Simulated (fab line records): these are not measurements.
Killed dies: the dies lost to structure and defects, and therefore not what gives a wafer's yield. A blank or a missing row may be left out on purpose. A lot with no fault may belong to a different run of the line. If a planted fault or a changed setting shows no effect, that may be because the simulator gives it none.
A struck lot beside a sound one || flow nand-harc || 15 steps out of a route of 1302
Sound: wafers L598.2, L598.3, L598.4. Wafers struck: L606.2, L606.3, L606.4. The cause comes at the end.
Per side, at each step with rows, come the tool, then ch with its chambers, and then its first start. Under that, the readings that differ: sound wafers || struck wafers || difference of the means || sigmas: that difference in standard deviations of wafers without a fault.
alike: readings with means less than 2 such deviations apart, plus words and numbers identical on both sides. not compared: withheld readings, readings lacking a value on some wafer, bounds such as >300 that could conceal the same value, and numbers that have no deviation in the record and whose values overlap.
A row with sigmas, a row that says differs or no value, or rows on one side alone: a step with any of these is where the two part. Non-overlapping numbers with no deviation appear without sigmas and do not part them. A reading that every wafer of one side lacks parts them only if that side has two wafers or more.

NHARC_P_M1_OVL_MEAS_10: pitch 260 nm.
  sound on overlay-01 at day 10 05:07; struck on overlay-01 at day 13 03:50
  alike: overlay-x-nm, overlay-y-nm
NHARC_P_M1_INSPECT_11:
  sound on defect-inspect-02 at day 10 05:09; struck on defect-inspect-02 at day 13 03:52
  alike: raw-defect-count
NHARC_P_M1_DESCUM_14: chemistry O2, time 3 s.
  sound on rie-diel-03 ch 0,2,3, day 10 05:13; struck on rie-diel-03 ch 1,2,3, day 13 04:05
{"reading": "rf-hours-counter-h (h)", "sound": "6 6 7", "struck": "0 0 0", "difference": -6, "sigmas": ""}
  alike: chamber-pressure-mTorr, drypump-motor-current-A, oes-product-au, rf-vpp-V, showerhead-plenum-p-Torr, throttle-valve-pct
then, 1 step without rows for these wafers: NHARC_P_M1_ETCH_35 (etches the open film in N2/H2, target depth 40 nm, overetch 12 nm, time 43.94 s).
NHARC_P_M1_ETCH_15: etches the open film in C4F8/Ar, target depth 182.5 nm, time 91.2 s.
  sound: rie-diel-03 ch 0,2,3; struck: rie-diel-03 ch 0,1,3
{"reading": "rf-hours-counter-h (h)", "sound": "6 6 7", "struck": "1 1 1", "difference": -5, "sigmas": ""}
  alike: bias-w, chamber-pressure-mTorr, oes-product-au, rf-vpp-V
NHARC_P_M1_CD_MEAS_16:
  sound on cd-sem-02 at day 10 05:31; struck on cd-sem-03 at day 13 04:38
  alike: cd-nm
then, 1 step without rows for these wafers: NHARC_P_M1_STRIP_18 (strips in N2/H2).
NHARC_P_M1_ETCH_28: etches the open film in CF4/N2, target depth 30 nm, time 72.99 s.
  sound: rie-diel-03 ch 0,2,3; struck: rie-diel-11 ch 0,1,2
{"reading": "rf-hours-counter-h (h)", "sound": "8 6 6", "struck": "2 2 2", "difference": -5, "sigmas": ""}
  alike: bias-w, chamber-pressure-mTorr, drypump-motor-current-A, oes-product-au, rf-vpp-V, showerhead-plenum-p-Torr, throttle-valve-pct
then, 2 steps without rows for these wafers: NHARC_P_M1_STRIP_19 (strips in post etch residue remover, time 600 s); NHARC_P_M1_DEGAS_29 (time 60 s).
NHARC_P_M1_PRE_CLEAN_30: time 30 s.
  sound on pvd-sputter-03; struck on pvd-sputter-02
  alike: heater-power-w
NHARC_P_M1_PVD_20: deposits TaN, target thk 5 nm, time 8.06 s.
  sound on pvd-sputter-03; struck on pvd-sputter-02
  alike: bias-v, cathode-dc-power-W, throttle-valve-pct
NHARC_P_M1_PVD_21: deposits Cu, target thk 30 nm, time 20.49 s.
  sound on pvd-sputter-03 at day 10 06:28; struck on pvd-sputter-02 at day 13 05:34
  no value came back on the struck wafers for cathode-dc-power-W (W), chamber-pressure-pa (Pa), throttle-valve-pct (%); on the sound wafers cathode-dc-power-W (W) reads 4999.5 5000.0 4999.9
then, 1 step without rows for these wafers: NHARC_P_M1_ECD_22 (material Cu, target thk 400 nm).
-- jump in the record: it breaks off in module P_M1 and resumes in module END (first step shown: number 1302 of the route), and 18 days separate the struck wafers' starts before and after --
NHARC_END_SORT_01:
  sound on prober-02 ch 0, day 28 13:31; struck on prober-02 ch 0, day 30 20:06
{"reading": "defect-limited-yield (%)", "sound": "86.7 88.6", "struck": "0 0 0", "difference": -88, "sigmas": -35}
{"reading": "killed-at-periphery", "sound": "7 8", "struck": "604 607 605", "difference": "+598", "sigmas": "+99 or more"}
{"reading": "killed-dies", "sound": "90 77", "struck": "677 677 677", "difference": "+594", "sigmas": "+35"}
{"reading": "sort_bin_2_pct (%)", "sound": "4.4 4.0", "struck": "93.2 93.1 93.1", "difference": "+88.9", "sigmas": "+81"}
{"reading": "sort-n-pass", "sound": "587 600", "struck": "0 0 0", "difference": -594, "sigmas": -35}
{"reading": "sort-rim-yield-pct (%)", "sound": "78 82", "struck": "0 0 0", "difference": -80, "sigmas": -16}
{"reading": "sort-yield-pct (%)", "sound": "86.7 88.6", "struck": "0 0 0", "difference": -88, "sigmas": -35}
  alike: killed-at-array, killed-at-other, killed-open, killed-short, sort_bin_3_pct, sort_bin_4_pct

## WHERE THEY PART
Last at NHARC_END_SORT_01 as far as this record goes, first at NHARC_P_M1_PVD_21.

WHY: what the simulator had put in
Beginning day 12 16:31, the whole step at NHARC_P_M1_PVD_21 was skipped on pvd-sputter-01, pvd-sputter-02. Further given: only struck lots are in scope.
